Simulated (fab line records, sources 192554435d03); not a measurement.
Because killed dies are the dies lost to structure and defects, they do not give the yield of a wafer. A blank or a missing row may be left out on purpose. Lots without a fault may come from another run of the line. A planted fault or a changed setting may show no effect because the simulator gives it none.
Lot-split experiment || flow n5 finfet || on a route of 1938 steps: 7 lots, 21 wafers read

THE SPLIT
At N5_BEOL_M7_EXPOSE_08 (exposes mask M7), the setting dose mj was moved away from the recipe's 68.25 on 8 of the 21 wafers read, by -7.2% to +6.3%. This setting was run at the recipe's value on the other wafers.

FROM THE SPLIT TO THE READING: what the file shows between them, 15 steps
- N5_BEOL_M7_PEB_09: peb time 60 s
- N5_BEOL_M7_DEVELOP_10: develop time 30 s
- N5_BEOL_M7_CD_MEAS_11: target cd 38.5 nm
- N5_BEOL_M7_DESCUM_16: chemistry O2, time 7.9 s
- N5_BEOL_M7_ETCH_61: etches SiARC in CF4, target depth 45.5 nm, time 75.8 s
- N5_BEOL_M7_ETCH_62: etches SOC in N2/H2, target depth 110 nm, overetch 22 nm, time 165 s
- N5_BEOL_M7_STRIP_68: strips in N2/H2
- N5_BEOL_M7_STRIP_67: strips in CF4
- N5_BEOL_M7_HM_OPEN_17: chemistry Cl2/BCl3, target TiN, target depth 20 nm, overetch 6 nm
- N5_BEOL_M7_STRIP_19: strips in O2
- N5_BEOL_M7_CD_MEAS_18: pitch 80 nm, target cd 40 nm
- N5_BEOL_M7_COAT_63: time 60 s, resist thk 60 nm
- N5_BEOL_M7_COAT_64: time 60 s, resist thk 12 nm
- N5_BEOL_M7_PRECLEAN_42: cleans in residue remover, time 60 s
- N5_BEOL_M7_SRD_43: time 30 s

THE READING
Shown in nm: cd nm at N5_BEOL_M7_CD_MEAS_35, with target cd 40 nm. On this fab line, fault-free wafers typically give 40.0 nm with a standard deviation of 0.41 nm.

{"wafer": "L075.2", "tool, chamber at the split": "arfi scanner-01, 0", "dose mj as run": 72.32, "against the recipe": "+6.0%", "cd nm, nm": 43.2, "against lot-mates on the recipe": "+3.6"}
{"wafer": "L075.3", "tool, chamber at the split": "arfi scanner-01, 0", "dose mj as run": 72.32, "against the recipe": "+6.0%", "cd nm, nm": 42.2, "against lot-mates on the recipe": "+2.6"}
{"wafer": "L075.6", "tool, chamber at the split": "arfi scanner-01, 0", "dose mj as run": 68.25, "against the recipe": "recipe", "cd nm, nm": 39.6, "against lot-mates on the recipe": "-"}
{"wafer": "L077.1", "tool, chamber at the split": "arfi scanner-01, 0", "dose mj as run": 68.25, "against the recipe": "recipe", "cd nm, nm": 40.4, "against lot-mates on the recipe": "-"}
{"wafer": "L077.2", "tool, chamber at the split": "arfi scanner-01, 0", "dose mj as run": 68.25, "against the recipe": "recipe", "cd nm, nm": 39.6, "against lot-mates on the recipe": "-"}
{"wafer": "L077.5", "tool, chamber at the split": "arfi scanner-01, 0", "dose mj as run": 68.25, "against the recipe": "recipe", "cd nm, nm": 39.9, "against lot-mates on the recipe": "-"}
{"wafer": "L078.4", "tool, chamber at the split": "arfi scanner-02, 0", "dose mj as run": 70.6, "against the recipe": "+3.4%", "cd nm, nm": 41.2, "against lot-mates on the recipe": "+1.5"}
{"wafer": "L078.5", "tool, chamber at the split": "arfi scanner-02, 0", "dose mj as run": 70.6, "against the recipe": "+3.4%", "cd nm, nm": 42.4, "against lot-mates on the recipe": "+2.7"}
{"wafer": "L078.6", "tool, chamber at the split": "arfi scanner-02, 0", "dose mj as run": 68.25, "against the recipe": "recipe", "cd nm, nm": 39.7, "against lot-mates on the recipe": "-"}
{"wafer": "L081.1", "tool, chamber at the split": "arfi scanner-03, 0", "dose mj as run": 68.25, "against the recipe": "recipe", "cd nm, nm": 39.1, "against lot-mates on the recipe": "-"}
{"wafer": "L081.3", "tool, chamber at the split": "arfi scanner-03, 0", "dose mj as run": 72.54, "against the recipe": "+6.3%", "cd nm, nm": 43.2, "against lot-mates on the recipe": "+4.1"}
{"wafer": "L081.5", "tool, chamber at the split": "arfi scanner-03, 0", "dose mj as run": 72.54, "against the recipe": "+6.3%", "cd nm, nm": 43.7, "against lot-mates on the recipe": "+4.6"}
{"wafer": "L082.1", "tool, chamber at the split": "arfi scanner-03, 0", "dose mj as run": 68.25, "against the recipe": "recipe", "cd nm, nm": 40.4, "against lot-mates on the recipe": "-"}
{"wafer": "L082.2", "tool, chamber at the split": "arfi scanner-03, 0", "dose mj as run": 68.25, "against the recipe": "recipe", "cd nm, nm": 40.4, "against lot-mates on the recipe": "-"}
{"wafer": "L082.5", "tool, chamber at the split": "arfi scanner-03, 0", "dose mj as run": 68.25, "against the recipe": "recipe", "cd nm, nm": 40.0, "against lot-mates on the recipe": "-"}
{"wafer": "L090.2", "tool, chamber at the split": "arfi scanner-01, 0", "dose mj as run": 68.25, "against the recipe": "recipe", "cd nm, nm": 39.3, "against lot-mates on the recipe": "-"}
{"wafer": "L090.4", "tool, chamber at the split": "arfi scanner-01, 0", "dose mj as run": 68.25, "against the recipe": "recipe", "cd nm, nm": 39.7, "against lot-mates on the recipe": "-"}
{"wafer": "L090.6", "tool, chamber at the split": "arfi scanner-01, 0", "dose mj as run": 68.25, "against the recipe": "recipe", "cd nm, nm": 40.5, "against lot-mates on the recipe": "-"}
{"wafer": "L093.4", "tool, chamber at the split": "arfi scanner-03, 0", "dose mj as run": 63.35, "against the recipe": "-7.2%", "cd nm, nm": 36.4, "against lot-mates on the recipe": -3.2}
{"wafer": "L093.5", "tool, chamber at the split": "arfi scanner-03, 0", "dose mj as run": 68.25, "against the recipe": "recipe", "cd nm, nm": 39.6, "against lot-mates on the recipe": "-"}
{"wafer": "L093.6", "tool, chamber at the split": "arfi scanner-03, 0", "dose mj as run": 63.35, "against the recipe": "-7.2%", "cd nm, nm": 36.5, "against lot-mates on the recipe": -3.1}

THE FIT
A straight line over all 21 wafers: cd nm changes by +0.506 nm for each +1% of dose mj; r = +0.97; the points scatter about the line by 0.48 nm.
The same after taking each lot's own level away (the mean of its wafers on the recipe; 21 wafers): +0.536 nm for each +1%; r = +0.97; scatter 0.51 nm.
That fit puts the effect of the largest move of dose mj on the reading at 3.8 nm.
From 39.10 to 40.27 nm: that is the span of the lots' own levels, equal to 2.8 times the standard deviation above.
The two slopes are in agreement: the lot-to-lot level therefore moves the slope only a little.
Check: for one of the wafers moved furthest among these (-7.2%), held out of the fit, the line's prediction against its lot-mates is -3.86 nm. It came out at -3.2 nm against them.

THE WHOLE CHAIN: every reading that the file lists as answering this split, in the file's order
{"step": "N5_BEOL_M7_CD_MEAS_11", "what it does": "target cd 38.5 nm", "reading": "cd nm", "change (the file's fit)": "+0.508 nm for each +1% of the setting", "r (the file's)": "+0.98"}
{"step": "N5_BEOL_M7_ETCH_61", "what it does": "etches SiARC in CF4, target depth 45.5 nm, time 75.8 s", "reading": "BEOL_M7.cd offset nm (the simulator's own value, which no gauge read)", "change (the file's fit)": "+0.506 nm for each +1% of the setting", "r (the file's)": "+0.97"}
{"step": "N5_BEOL_M7_ETCH_62", "what it does": "etches SOC in N2/H2, target depth 110 nm, overetch 22 nm, time 165 s", "reading": "BEOL_M7.cd offset nm (the simulator's own value, which no gauge read)", "change (the file's fit)": "+0.533 nm for each +1% of the setting", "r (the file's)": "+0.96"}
{"step": "N5_BEOL_M7_HM_OPEN_17", "what it does": "chemistry Cl2/BCl3, target TiN, target depth 20 nm, overetch 6 nm", "reading": "BEOL_M7.cd offset nm (the simulator's own value, which no gauge read)", "change (the file's fit)": "+0.537 nm for each +1% of the setting", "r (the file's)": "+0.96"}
{"step": "N5_BEOL_M7_CD_MEAS_18", "what it does": "pitch 80 nm, target cd 40 nm", "reading": "cd nm", "change (the file's fit)": "+0.527 nm for each +1% of the setting", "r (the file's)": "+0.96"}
{"step": "N5_BEOL_M7_CD_MEAS_35", "what it does": "target cd 40 nm", "reading": "cd nm", "change (the file's fit)": "+0.548 nm for each +1% of the setting", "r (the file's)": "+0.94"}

THE FILE'S OWN FIT
cd nm changes by +0.548 nm for each +1% of dose mj, r = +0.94.
